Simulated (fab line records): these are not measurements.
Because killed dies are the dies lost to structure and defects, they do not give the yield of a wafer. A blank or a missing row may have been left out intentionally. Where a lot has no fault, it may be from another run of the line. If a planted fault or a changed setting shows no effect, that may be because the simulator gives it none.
A struck lot beside a sound one || flow nand-harc || 14 steps out of a route of 1159
Sound: wafers L689.3, L689.5, L689.6. Struck: wafers L683.3, L683.5, L683.6. Last of all comes the cause.
Each step with rows lists, per side, the tool, then ch with its chambers, then its first start. Under that, the readings that differ: sound wafers || struck wafers || difference of the means || sigmas: that difference in standard deviations of wafers without a fault.
alike: same words and numbers on both sides, and readings whose means sit less than 2 such deviations apart. not compared: any withheld reading, any reading some wafer has no value for, any bound like >300 that may hide the same value, and any number with overlapping values for which the record gives no deviation.
A row with sigmas, a row that says differs or no value, or rows on one side alone: a step with any of these is where the two part. When numbers do not overlap yet have no deviation, they are printed without sigmas and do not part them. Lack of a reading on every wafer of one side parts them only where that side has two or more wafers.

NHARC_A_SGD_CUT_STRIP_28: strips in O2, time 20 s.
  sound: rie-diel-05 ch 0,1; struck: rie-diel-06 ch 0,3
{"reading": "oes-product-au (a.u.)", "sound": "1.002 1.011 1.007", "struck": "0.989 0.980 0.986", "difference": -0.022, "sigmas": -2}
  alike: drypump-motor-current-A, rf-vpp-V, showerhead-plenum-p-Torr, throttle-valve-pct
  not compared: rf-hours-counter-h
NHARC_A_SGD_CUT_INSPECT_25:
  sound on defect-inspect-01, day 19 18:08; struck on defect-inspect-02, day 18 03:11
  alike: raw-defect-count
NHARC_A_SLIT_DEP_25: deposits SiO2, target thk 200 nm.
  sound on pecvd-02 ch 0,1,2, day 19 18:14; struck on pecvd-04 ch 1,2, day 18 03:17
  alike: heater-power-w, showerhead-vpp-V, throttle-valve-pct
NHARC_A_SLIT_DEP_00: deposits aC, target thk 3200 nm.
  sound on acl-dep-03 ch 0, day 19 19:20; struck on acl-dep-01 ch 0, day 18 05:59
  alike: throttle-valve-pct
NHARC_A_SLIT_DEP_23: deposits SiON, target thk 100 nm.
  sound on pecvd-04 ch 0,1, day 19 20:40; struck on pecvd-04 ch 1,2, day 18 07:21
  alike: heater-power-w, showerhead-vpp-V
then, 7 steps without rows for these wafers: NHARC_A_SLIT_DEHYDRATE_01 (time 120 s); NHARC_A_SLIT_HMDS_02 (time 30 s); NHARC_A_SLIT_COAT_03 (resist thk 90 nm); NHARC_A_SLIT_SOFTBAKE_04 (time 55 s); NHARC_A_SLIT_EBR_05; NHARC_A_SLIT_EXPOSE_06 (exposes mask SLIT); NHARC_A_SLIT_PEB_07 (peb time 65 s).
NHARC_A_SLIT_DEVELOP_08: develop time 35 s.
  sound on litho-track-04 ch 0, day 19 21:00; struck on litho-track-06, day 18 07:00
  no value came back on the struck wafers for chill-plate-temp-C (C), develop-time-s (s); on the sound wafers chill-plate-temp-C (C) reads 23.03 23.26 23.14
NHARC_A_SLIT_CD_MEAS_09 targets a cd of 300 nm.
  sound on cd-sem-01 ch 0, day 19 21:13; struck on cd-sem-02 ch 0, day 18 08:00
{"reading": "cd-nm (nm)", "sound": "299.5 299.1 300.1", "struck": "- - -", "difference": "no value on the struck wafers", "sigmas": ""}

== WHERE THEY PART ==
At NHARC_A_SGD_CUT_STRIP_28 first; at NHARC_A_SLIT_CD_MEAS_09 last (within this record only).

WHY: whatever the simulator had introduced
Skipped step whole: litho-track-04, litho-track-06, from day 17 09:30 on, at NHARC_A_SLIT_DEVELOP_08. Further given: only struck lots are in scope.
